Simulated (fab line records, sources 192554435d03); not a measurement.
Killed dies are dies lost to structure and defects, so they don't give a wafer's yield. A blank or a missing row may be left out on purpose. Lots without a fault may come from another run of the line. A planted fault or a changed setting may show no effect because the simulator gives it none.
fab line records | flow n5_finfet
record lots=7 wafers=21
route steps=1938 shown BEOL_M12@1604 BEOL_M13@1665 BEOL_M14@1742 BEOL_M15@1776
start_h: hours from the record's first day to the start of the lot's first wafer shown | wait_h: hours since the lot's step before | " the same as in the row above | L1.1+2: a row that stands for several wafers | - no value, or no start given | * or withheld: withheld | < > ~ a bound
route shown NAME@n: a module of which the file shows steps, and the number in the route of the first | usual: mean/standard deviation of fault-free wafers | same: alike in all rows | chamber/n: place in a boat | sites: the reading at each site | _std_site: their standard deviation | _edge_site: outer sites' mean less inner sites' | radius_mm: how far each site lies from the wafer's centre | mask NAME#n: copy n | behind: the tool/chamber that last shaped the wafer | hold: why the lot was held/for how many hours/how that ended | device: the transistor (n, p or np) that didn't switch | end of line: the same wafers' tests at the end of the route | a step without rows: its recipe alone | killed: dies lost to structure and defects at the first sort, not the wafer's yield | map: a wafer's dies, x killed, . not, _ none there
set.NAME: the setting as run; set.NAME@STEP: as run at that earlier step | model.NAME: the simulator's own value behind a step, which no gauge read
lots whose settings were changed on purpose; a table a step, a row a wafer
## steps
# step N5_BEOL_M12_COAT_58
# recipe resist=BARC temp_c=205 time_s=60 spin_rpm=1500 resist_thk_nm=89
# columns lot.wafer tool chamber start_h wait_h set.spin_rpm model.BARC_of_BEOL_M12_COAT_58.thk_nm
L079.1+5 litho_track-03 0 269.25 0.0 1618 85.6
L079.2 " 0 " " 1500 89.2
L081.1 litho_track-03 0 291.88 0.0 1500 89
L081.4+5 " 0 " " 1500 89.2
L082.2 litho_track-03 0 292.40 0.0 1550 87.4
L082.4 " 0 " " 1500 89.2
L082.5 " 0 " " 1550 87.6
L086.1+5 litho_track-02 0 308.68 0.0 1663 84.4
L086.6 " 0 " " 1500 89.2
L087.1 litho_track-02 0 320.33 0.0 1500 89
L087.2 " 0 " " 1378 92.8
L087.5 " 0 " " 1378 93
L090.1 litho_track-04 0 337.31 0.0 1409 91.8
L090.5 " 0 " " 1500 88.6
L090.6 " 0 " " 1500 89
L096.2 litho_track-02 0 368.03 0.0 1500 89.2
L096.5 " 0 " " 1666 84.4
L096.6 " 0 " " 1666 84.2
# step N5_BEOL_M12_ETCH_59
# recipe chemistry=N2/H2 target=BARC target_depth_a=890 overetch_a=267 time_s=67.9 ion_energy_ev=200 pressure_mtorr=30 source_w=840 bias_w=150 n2_flow_sccm=200 h2_flow_sccm=200
# columns lot.wafer tool chamber start_h wait_h set.h2_flow_sccm set.spin_rpm@BEOL_M12_COAT_58 model.etch.depth_nm
L079.1 rie_diel-03 3 269.75 0.0 200 1618 85.56
L079.2 " 0 " " 194.1 1500 89.17
L079.5 " 3 " " 194.1 1618 85.58
L081.1 rie_diel-03 3 292.40 0.0 200 1500 88.94
L081.4 " 0 " " 200 1500 89.19
L081.5 " 1 " " 200 1500 89.28
L082.2 rie_diel-01 3 292.96 0.0 200 1550 87.42
L082.4 " 0 " " 194.1 1500 89.16
L082.5 " 2 " " 194.1 1550 87.61
L086.1 rie_diel-03 2 309.23 0.0 200 1663 84.32
L086.5 " 2 " " 209.8 1663 84.47
L086.6 " 1 " " 209.8 1500 89.15
L087.1 rie_diel-04 0 320.73 0.0 200 1500 89.03
L087.2 " 1 " " 200 1378 92.89
L087.5 " 0 " " 193.9 1378 92.99
L090.1 rie_diel-01 0 338.08 0.0 200 1409 91.81
L090.5 " 3 " " 213.9 1500 88.69
L090.6 " 2 " " 200 1500 88.91
L096.2 rie_diel-01 0 368.95 0.0 200 1500 89.11
L096.5 " 2 " " 214.9 1666 84.42
L096.6 " 0 " " 214.9 1666 84.2
# step N5_BEOL_M12_VIA_ETCH_16
# recipe chemistry=C4F8/O2/Ar target=SiOC pressure_mtorr=30 source_w=3000 bias_w=700 Ar_flow_sccm=400 C4F8_flow_sccm=15 O2_flow_sccm=8 he_inner_torr=15 he_outer_torr=30 target_depth_a=7248 time_s=withheld ion_energy_ev=250 ends=cleared
# step N5_BEOL_M12_STRIP_63
# recipe chemistry=N2/H2 power_w=1000 temp_c=250 h2_frac=0.65 overash_fraction=0.3 pressure_mtorr=1000 n2_flow_sccm=1750 h2_flow_sccm=3250
# step N5_BEOL_M12_STRIP_64
# recipe chemistry=N2/H2 power_w=1000 temp_c=250 h2_frac=0.65 overash_fraction=0.3 pressure_mtorr=withheld n2_flow_sccm=1750 h2_flow_sccm=3250
# usual strip_time_to_endpoint_s=31.30/0.06
# columns lot.wafer tool chamber start_h wait_h set.spin_rpm@BEOL_M12_COAT_58 strip_time_to_endpoint_s
L079.1 plasma_asher-01 0 270.06 0.0 1618 30.33
L079.2 " 1 " " 1500 31.36
L079.5 " 0 " " 1618 30.35
L081.1 plasma_asher-02 1 292.71 0.0 1500 31.28
L081.4 " 0 " " 1500 31.36
L081.5 " 0 " " 1500 31.39
L082.2 plasma_asher-01 1 293.27 0.0 1550 30.86
L082.4 " 0 " " 1500 31.36
L082.5 " 0 " " 1550 30.93
L086.1 plasma_asher-01 1 309.60 0.0 1663 29.96
L086.5 " 1 " " 1663 30.00
L086.6 " 0 " " 1500 31.34
L087.1 plasma_asher-01 0 321.05 0.0 1500 31.31
L087.2 " 1 " " 1378 32.41
L087.5 " 1 " " 1378 32.45
L090.1 plasma_asher-02 0 338.39 0.0 1409 32.11
L090.5 " 1 " " 1500 31.23
L090.6 " 0 " " 1500 31.28
L096.2 plasma_asher-01 1 369.26 0.0 1500 31.35
L096.5 " 1 " " 1666 29.98
L096.6 " 0 " " 1666 29.92
# step N5_BEOL_M13_EXPOSE_07
# recipe mask_id=V12 na=0.93 source_shape=conventional sigma_outer=0.6 polarization=unpolarized attpsm_phase_deg=180 dose_mj=24.8
# columns lot.wafer tool chamber start_h wait_h mask set.dose_mj
L079.1 krf_scanner-02 0 275.25 - V12#0 23.61
L079.2+5 " 0 " " V12#0 24.8
L081.1+4+5 krf_scanner-02 0 298.23 - V12#0 24.8
L082.2+5 krf_scanner-02 0 300.54 - V12#0 24.8
L082.4 " 0 " " V12#0 25.38
L086.1+6 krf_scanner-02 0 314.63 - V12#0 23.26
L086.5 " 0 " " V12#0 24.8
L087.1+2+5 krf_scanner-02 0 325.01 - V12#0 24.8
L090.1+5+6 krf_scanner-01 0 345.22 - V12#0 24.8
L096.2+5 krf_scanner-02 0 373.24 - V12#0 23.18
L096.6 " 0 " " V12#0 24.8
# step N5_BEOL_M13_PEB_08
# recipe peb_temp_c=130 peb_time_s=90
# step N5_BEOL_M13_DEVELOP_09
# recipe develop_time_s=45 rinse_liquid=diw dry=air_spin dev_temp_c=21
# step N5_BEOL_M13_HARDBAKE_14
# recipe temp_c=130 time_s=120
# step N5_BEOL_M13_CD_MEAS_10
# recipe target_cd_nm=190 landing_energy_ev=500 detector=se_inlens polarity=opening
# usual cd_nm=190.2/1
# columns lot.wafer tool chamber start_h wait_h set.dose_mj@BEOL_M13_EXPOSE_07 cd_nm
L079.1 cd_sem-03 0 275.43 - 23.61 184.4
L079.2 " 0 " " 24.8 188.4
L079.5 " 0 " " 24.8 189.1
L081.1 cd_sem-03 0 298.40 - 24.8 189.4
L081.4 " 0 " " 24.8 190.5
L081.5 " 0 " " 24.8 188.9
L082.2 cd_sem-03 0 300.70 - 24.8 190.9
L082.4 " 0 " " 25.38 193.4
L082.5 " 0 " " 24.8 191.2
L086.1 cd_sem-02 0 314.81 - 23.26 182.1
L086.5 " 0 " " 24.8 186.8
L086.6 " 0 " " 23.26 183.0
L087.1 cd_sem-02 0 325.19 - 24.8 190.6
L087.2 " 0 " " 24.8 190.3
L087.5 " 0 " " 24.8 190.6
L090.1 cd_sem-03 0 345.40 - 24.8 190.2
L090.5 " 0 " " 24.8 191.4
L090.6 " 0 " " 24.8 192.4
L096.2 cd_sem-03 0 373.41 - 23.18 183.6
L096.5 " 0 " " 23.18 183.0
L096.6 " 0 " " 24.8 191.0
# step N5_BEOL_M13_ETCH_59
# recipe chemistry=N2/H2 target=BARC target_depth_a=890 overetch_a=267 time_s=67.9 ion_energy_ev=200 pressure_mtorr=30 source_w=840 bias_w=150 n2_flow_sccm=200 h2_flow_sccm=200
# columns lot.wafer tool chamber start_h wait_h set.time_s model.coat_of_BEOL_M13_COAT_04.thk_nm
L079.1 rie_diel-02 1 275.66 0.0 67.9 319.2
L079.2 " 0 " " 67.9 315
L079.5 " 1 " " 62.2 322.8
L081.1 rie_diel-06 0 298.52 0.0 67.9 319
L081.4 " 0 " " 67.9 318.4
L081.5 " 1 " " 67.9 320.8
L082.2+5 rie_diel-05 1,2 300.82 0.0 67.9 319.2
L082.4 " 0 " " 67.9 319
L086.1 rie_diel-02 3 316.10 0.0 67.9 318.2
L086.5 " 0 " " 67.9 318
L086.6 " 1 " " 67.9 320
L087.1 rie_diel-02 0 325.31 0.0 67.9 317.4
L087.2 " 2 " " 67.9 319.2
L087.5 " 2 " " 77.54 309.4
L090.1 rie_diel-05 1 345.52 0.0 67.9 319.4
L090.5 " 3 " " 67.9 317
L090.6 " 0 " " 58.3 326.6
L096.2 rie_diel-05 3 373.62 0.0 67.9 318.4
L096.5 " 1 " " 73.84 312.8
L096.6 " 3 " " 73.84 312.2
# step N5_BEOL_M13_VIA_ETCH_16
# recipe chemistry=C4F8/O2/Ar target=SiOC pressure_mtorr=30 source_w=3000 bias_w=700 Ar_flow_sccm=400 C4F8_flow_sccm=15 O2_flow_sccm=8 he_inner_torr=15 he_outer_torr=30 target_depth_a=9217 time_s=withheld ion_energy_ev=250 ends=cleared
# step N5_BEOL_M13_STRIP_63
# recipe chemistry=N2/H2 power_w=1000 temp_c=250 h2_frac=0.65 overash_fraction=0.3 pressure_mtorr=1000 n2_flow_sccm=1750 h2_flow_sccm=3250
# step N5_BEOL_M13_STRIP_71
# recipe chemistry=post_etch_residue_remover time_s=60 temp_c=25 remover_ph=withheld remover_water_wt_pct=withheld remover_fluoride_wt_pct=withheld
# step N5_BEOL_M13_SRD_72
# recipe time_s=30 temp_c=23 rinse_liquid=diw dry=n2_spin spin_rpm=1500 dry_time_s=30
# step N5_BEOL_M13_CD_MEAS_17
# recipe target_cd_nm=190 polarity=opening
# usual cd_nm=190.6/1.2
# columns lot.wafer tool chamber start_h wait_h set.dose_mj@BEOL_M13_EXPOSE_07 cd_nm
L079.1 cd_sem-01 - 276.16 0.0 23.61 183.6
L079.2 " - " " 24.8 187.7
L079.5 " - " " 24.8 187.4
L081.1 cd_sem-01 - 299.02 0.0 24.8 191.2
L081.4 " - " " 24.8 191.1
L081.5 " - " " 24.8 188.7
L082.2 cd_sem-03 - 301.32 0.0 24.8 191.2
L082.4 " - " " 25.38 194.0
L082.5 " - " " 24.8 190.6
L086.1 cd_sem-01 - 316.59 0.0 23.26 183.0
L086.5 " - " " 24.8 188.5
L086.6 " - " " 23.26 183.7
L087.1 cd_sem-03 - 325.80 0.0 24.8 190.8
L087.2 " - " " 24.8 191.0
L087.5 " - " " 24.8 193.1
L090.1 cd_sem-01 - 346.06 0.0 24.8 191.4
L090.5 " - " " 24.8 191.6
L090.6 " - " " 24.8 191.6
L096.2 cd_sem-01 - 374.11 0.0 23.18 185.0
L096.5 " - " " 23.18 184.8
L096.6 " - " " 24.8 192.0
# step N5_BEOL_M14_EXPOSE_25
# recipe mask_id=M14 na=0.8 source_shape=annular sigma_inner=0.5 sigma_outer=0.8 polarization=unpolarized target_cd_nm=280 dose_mj=26.6
# columns lot.wafer tool chamber start_h wait_h mask set.dose_mj
L079.1+2+5 krf_scanner-01 0 284.66 - M14#0 26.6
L081.1+4+5 krf_scanner-01 0 304.82 - M14#0 26.6
L082.2+4+5 krf_scanner-02 0 306.35 - M14#0 26.6
L086.1+5 krf_scanner-01 0 325.55 - M14#0 26.6
L086.6 " 0 " " M14#0 25.04
L087.1+2+5 krf_scanner-02 0 331.04 - M14#0 25.87
L090.1+5+6 krf_scanner-01 0 352.41 - M14#0 26.6
L096.2+5 krf_scanner-02 0 385.06 - M14#0 26.6
L096.6 " 0 " " M14#0 28.44
# step N5_BEOL_M14_PEB_26
# recipe peb_temp_c=130 peb_time_s=90
# step N5_BEOL_M14_DEVELOP_27
# recipe develop_time_s=45 rinse_liquid=diw dry=air_spin dev_temp_c=21
# step N5_BEOL_M14_HARDBAKE_32
# recipe temp_c=130 time_s=120
# step N5_BEOL_M14_CD_MEAS_28
# recipe target_cd_nm=284.4 landing_energy_ev=500 detector=se_inlens
# usual cd_nm=284.0/1.5
# columns lot.wafer tool chamber start_h wait_h set.dose_mj@BEOL_M14_EXPOSE_25 cd_nm
L079.1 cd_sem-03 0 284.83 - 26.6 284.6
L079.2 " 0 " " 26.6 283.9
L079.5 " 0 " " 26.6 284.0
L081.1 cd_sem-03 0 304.99 - 26.6 288.8
L081.4 " 0 " " 26.6 286.7
L081.5 " 0 " " 26.6 286.5
L082.2 cd_sem-03 0 306.52 - 26.6 285.3
L082.4 " 0 " " 26.6 285.0
L082.5 " 0 " " 26.6 285.3
L086.1 cd_sem-03 0 325.72 - 26.6 283.3
L086.5 " 0 " " 26.6 283.5
L086.6 " 0 " " 25.04 273.6
L087.1 cd_sem-03 0 331.21 - 25.87 278.6
L087.2 " 0 " " 25.87 277.2
L087.5 " 0 " " 25.87 278.8
L090.1 cd_sem-02 0 352.58 - 26.6 279.9
L090.5 " 0 " " 26.6 279.6
L090.6 " 0 " " 26.6 279.8
L096.2 cd_sem-01 0 385.23 - 26.6 284.4
L096.5 " 0 " " 26.6 284.7
L096.6 " 0 " " 28.44 294.2
# step N5_BEOL_M14_DESCUM_33
# recipe chemistry=O2 time_s=7.9 source_power_w=50 bias_power_w=20 pressure_mtorr=20 rf_frequency_hz=2.712e+07 temp_c=40 o2_flow_sccm=225
# columns lot.wafer tool chamber start_h wait_h set.dose_mj@BEOL_M14_EXPOSE_25 model.BEOL_M14.cd_nm
L079.1 rie_diel-04 3 284.92 0.0 26.6 284.6
L079.2 " 1 " " 26.6 283.6
L079.5 " 2 " " 26.6 284
L081.1 rie_diel-01 3 305.57 0.5 26.6 288.4
L081.4 " 1 " " 26.6 286.6
L081.5 " 0 " " 26.6 286.4
L082.2+5 rie_diel-03 0 306.60 0.0 26.6 285.4
L082.4 " 3 " " 26.6 285
L086.1 rie_diel-01 1 325.81 0.0 26.6 283.8
L086.5 " 0 " " 26.6 283.4
L086.6 " 1 " " 25.04 273.2
L087.1+5 rie_diel-03 0,2 331.47 0.2 25.87 278.8
L087.2 " 1 " " 25.87 277.6
L090.1 rie_diel-03 3 353.13 0.5 26.6 280
L090.5+6 " 3,0 " " 26.6 279.8
L096.2 rie_diel-01 0 385.32 0.0 26.6 284.2
L096.5 " 2 " " 26.6 284.4
L096.6 " 0 " " 28.44 294.2
# step N5_BEOL_M14_ETCH_67
# recipe chemistry=CF4 target=SiARC target_depth_a=1430 time_s=238.3 ion_energy_ev=80 pressure_mtorr=40 source_w=545 bias_w=36 Ar_flow_sccm=100 cf4_flow_sccm=100 ends=cleared
# step N5_BEOL_M14_ETCH_68
# recipe chemistry=N2/H2 target=SOC mask_material=SiARC source_w=3000 bias_w=350 temp_c=40 time_s=450 ion_energy_ev=200 pressure_mtorr=30 n2_flow_sccm=200 h2_flow_sccm=200
# columns lot.wafer tool chamber start_h wait_h set.dose_mj@BEOL_M14_EXPOSE_25 model.BEOL_M14.cd_nm
L079.1+5 rie_diel-04 3,2 285.10 0.1 26.6 281.4
L079.2 " 1 " " 26.6 279.6
L081.1 rie_diel-01 3 305.75 0.1 26.6 283
L081.4 " 1 " " 26.6 281.4
L081.5 " 0 " " 26.6 281.6
L082.2 rie_diel-03 0 306.78 0.1 26.6 282.4
L082.4 " 3 " " 26.6 281
L082.5 " 0 " " 26.6 283.6
L086.1 rie_diel-01 1 326.00 0.1 26.6 280
L086.5 " 0 " " 26.6 280.4
L086.6 " 1 " " 25.04 270
L087.1 rie_diel-03 0 331.65 0.1 25.87 274
L087.2 " 1 " " 25.87 274.6
L087.5 " 2 " " 25.87 274.2
L090.1 rie_diel-03 3 353.31 0.1 26.6 277.6
L090.5 " 3 " " 26.6 275.8
L090.6 " 0 " " 26.6 275.4
L096.2+5 rie_diel-01 0,2 385.59 0.1 26.6 279.6
L096.6 " 0 " " 28.44 289
# step N5_BEOL_M14_TRENCH_ETCH_34
# recipe chemistry=C4F8/O2/Ar target=SiO2 target_depth_a=5566.5 mask_material=SOC he_inner_torr=15 he_outer_torr=30 time_s=126.9 ion_energy_ev=800 pressure_mtorr=20 source_w=1905 bias_w=2040 Ar_flow_sccm=400 C4F8_flow_sccm=16 O2_flow_sccm=12
# usual rf_vpp_V=2223/24
# columns lot.wafer tool chamber start_h wait_h set.bias_w rf_vpp_V
L079.1 rie_diel-04 3 285.37 0.0 2040 2190
L079.2 " 1 " " 2377 2478
L079.5 " 2 " " 2040 2184
L081.1 rie_diel-01 3 306.02 0.0 2040 2212
L081.4 " 1 " " 2040 2220
L081.5 " 0 " " 2040 2264
L082.2 rie_diel-03 0 307.06 0.0 2040 2200
L082.4 " 3 " " 2040 2244
L082.5 " 0 " " 2182 2305
L086.1 rie_diel-01 1 326.27 0.0 2259 2380
L086.5 " 0 " " 2040 2266
L086.6 " 1 " " 2040 2220
L087.1 rie_diel-03 0 331.92 0.0 2040 2199
L087.2 " 1 " " 2040 2227
L087.5 " 2 " " 2040 2210
L090.1 rie_diel-03 3 353.59 0.0 2278 2420
L090.5 " 3 " " 2278 2421
L090.6 " 0 " " 2040 2199
L096.2 rie_diel-01 0 386.00 0.0 2040 2262
L096.5 " 2 " " 2040 2228
L096.6 " 0 " " 1696 1985
# step N5_BEOL_M15_COAT_04
# recipe spin_rpm=1704 resist_thk_nm=800
# columns lot.wafer tool chamber start_h wait_h set.spin_rpm model.coat_of_BEOL_M15_COAT_04.thk_nm
L079.1 litho_track-04 0 - - 1551 836.6
L079.2 " 0 " " 1704 799.8
L079.5 " 0 " " 1704 798.8
L081.1 litho_track-03 0 - - 1704 800.6
L081.4 " 0 " " 1704 798.6
L081.5 " 0 " " 1704 797.4
L082.2 litho_track-04 0 - - 1824 771.8
L082.4 " 0 " " 1824 771.6
L082.5 " 0 " " 1704 796.2
L086.1 litho_track-04 0 - - 1704 793.8
L086.5 " 0 " " 1630 812.4
L086.6 " 0 " " 1704 793.6
L087.1 litho_track-05 0 - - 1704 796.2
L087.2 " 0 " " 1640 813.2
L087.5 " 0 " " 1704 799.6
L090.1 litho_track-03 0 - - 1861 767.4
L090.5 " 0 " " 1704 801.6
L090.6 " 0 " " 1861 768.4
L096.2 litho_track-04 0 - - 1704 794.4
L096.5 " 0 " " 1704 798.4
L096.6 " 0 " " 1704 797.6
# step N5_BEOL_M15_EBR_06
# recipe solvent=PGMEA ebr_width_mm=1.5
# step N5_BEOL_M15_SOFTBAKE_05
# recipe temp_c=130 time_s=60
# step N5_BEOL_M15_DESCUM_15
# recipe chemistry=O2 time_s=7.9 source_power_w=50 bias_power_w=20 pressure_mtorr=20 rf_frequency_hz=2.712e+07 temp_c=40 o2_flow_sccm=225
# step N5_BEOL_M15_ETCH_59
# recipe chemistry=N2/H2 target=BARC target_depth_a=890 overetch_a=267 time_s=67.9 ion_energy_ev=200 pressure_mtorr=30 source_w=840 bias_w=150 n2_flow_sccm=200 h2_flow_sccm=200
# columns lot.wafer tool chamber start_h wait_h set.spin_rpm@BEOL_M15_COAT_04 model.coat_of_BEOL_M15_COAT_04.thk_nm
L079.1 rie_diel-06 2 288.08 0.0 1551 755.4
L079.2 " 1 " " 1704 719
L079.5 " 0 " " 1704 715.8
L081.1 rie_diel-05 1 313.08 0.0 1704 718.6
L081.4 " 0 " " 1704 715.2
L081.5 " 0 " " 1704 714
L082.2 rie_diel-02 3 314.02 0.0 1824 688.6
L082.4 " 0 " " 1824 687
L082.5 " 0 " " 1704 711.8
L086.1 rie_diel-02 0 330.57 0.0 1704 710
L086.5 " 1 " " 1630 730.8
L086.6 " 2 " " 1704 712.4
L087.1 rie_diel-02 3 337.41 0.0 1704 712.4
L087.2 " 2 " " 1640 732.4
L087.5 " 2 " " 1704 718.4
L090.1 rie_diel-06 3 358.19 0.0 1861 685.6
L090.5 " 1 " " 1704 721.6
L090.6 " 2 " " 1861 687.2
L096.2 rie_diel-06 1 390.85 0.0 1704 714.4
L096.5 " 1 " " 1704 717.8
L096.6 " 3 " " 1704 715.4
# step N5_BEOL_M15_VIA_ETCH_16
# recipe chemistry=C4F8/O2/Ar target=SiO2 he_inner_torr=15 he_outer_torr=30 target_depth_a=17922 time_s=withheld ion_energy_ev=800 pressure_mtorr=20 source_w=1905 bias_w=2040 Ar_flow_sccm=400 C4F8_flow_sccm=16 O2_flow_sccm=12 ends=cleared
# columns lot.wafer tool chamber start_h wait_h set.spin_rpm@BEOL_M15_COAT_04 model.coat_of_BEOL_M15_COAT_04.thk_nm
L079.1 rie_diel-06 2 288.13 0.0 1551 370.2
L079.2 " 1 " " 1704 340.6
L079.5 " 0 " " 1704 333.6
L081.1 rie_diel-05 1 313.13 0.0 1704 332.4
L081.4 " 0 " " 1704 320
L081.5 " 0 " " 1704 323.8
L082.2 rie_diel-02 3 314.07 0.0 1824 303.2
L082.4 " 0 " " 1824 305
L082.5 " 0 " " 1704 326
L086.1 rie_diel-02 0 330.62 0.0 1704 342.4
L086.5 " 1 " " 1630 353
L086.6 " 2 " " 1704 327.8
L087.1 rie_diel-02 3 337.46 0.0 1704 331.8
L087.2 " 2 " " 1640 351.4
L087.5 " 2 " " 1704 339.6
L090.1 rie_diel-06 3 358.24 0.0 1861 297.8
L090.5 " 1 " " 1704 334.6
L090.6 " 2 " " 1861 299.8
L096.2 rie_diel-06 1 390.90 0.0 1704 325
L096.5 " 1 " " 1704 330.4
L096.6 " 3 " " 1704 322.6
## key
split step=N5_BEOL_M12_COAT_58 setting=spin_rpm stated=1500 by=wafer
response step=N5_BEOL_M12_COAT_58 reading=model.BARC_of_BEOL_M12_COAT_58.thk_nm change=-0.457 per=1% r=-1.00
response step=N5_BEOL_M12_ETCH_59 reading=model.etch.depth_nm change=-0.453 per=1% r=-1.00
response step=N5_BEOL_M12_STRIP_64 reading=strip_time_to_endpoint_s change=* per=1% r=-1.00
split step=N5_BEOL_M12_ETCH_59 setting=h2_flow_sccm stated=200 by=wafer
response none clear
split step=N5_BEOL_M13_EXPOSE_07 setting=dose_mj stated=24.8 by=wafer
response step=N5_BEOL_M13_CD_MEAS_10 reading=cd_nm change=+0.936 per=1% r=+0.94
response step=N5_BEOL_M13_CD_MEAS_17 reading=cd_nm change=+0.959 per=1% r=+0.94
split step=N5_BEOL_M13_ETCH_59 setting=time_s stated=67.9 by=wafer
response step=N5_BEOL_M13_ETCH_59 reading=model.coat_of_BEOL_M13_COAT_04.thk_nm change=-0.628 per=1% r=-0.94
split step=N5_BEOL_M14_EXPOSE_25 setting=dose_mj stated=26.6 by=wafer
response step=N5_BEOL_M14_CD_MEAS_28 reading=cd_nm change=+1.51 per=1% r=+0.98
response step=N5_BEOL_M14_DESCUM_33 reading=model.BEOL_M14.cd_nm change=+1.57 per=1% r=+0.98
response step=N5_BEOL_M14_ETCH_68 reading=model.BEOL_M14.cd_nm change=+1.52 per=1% r=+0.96
split step=N5_BEOL_M14_TRENCH_ETCH_34 setting=bias_w stated=2040 by=wafer
response step=N5_BEOL_M14_TRENCH_ETCH_34 reading=rf_vpp_V change=+16.1 per=1% r=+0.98
split step=N5_BEOL_M15_COAT_04 setting=spin_rpm stated=1704 by=wafer
response step=N5_BEOL_M15_COAT_04 reading=model.coat_of_BEOL_M15_COAT_04.thk_nm change=-3.86 per=1% r=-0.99
response step=N5_BEOL_M15_ETCH_59 reading=model.coat_of_BEOL_M15_COAT_04.thk_nm change=-3.96 per=1% r=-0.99
response step=N5_BEOL_M15_VIA_ETCH_16 reading=model.coat_of_BEOL_M15_COAT_04.thk_nm change=-3.7 per=1% r=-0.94
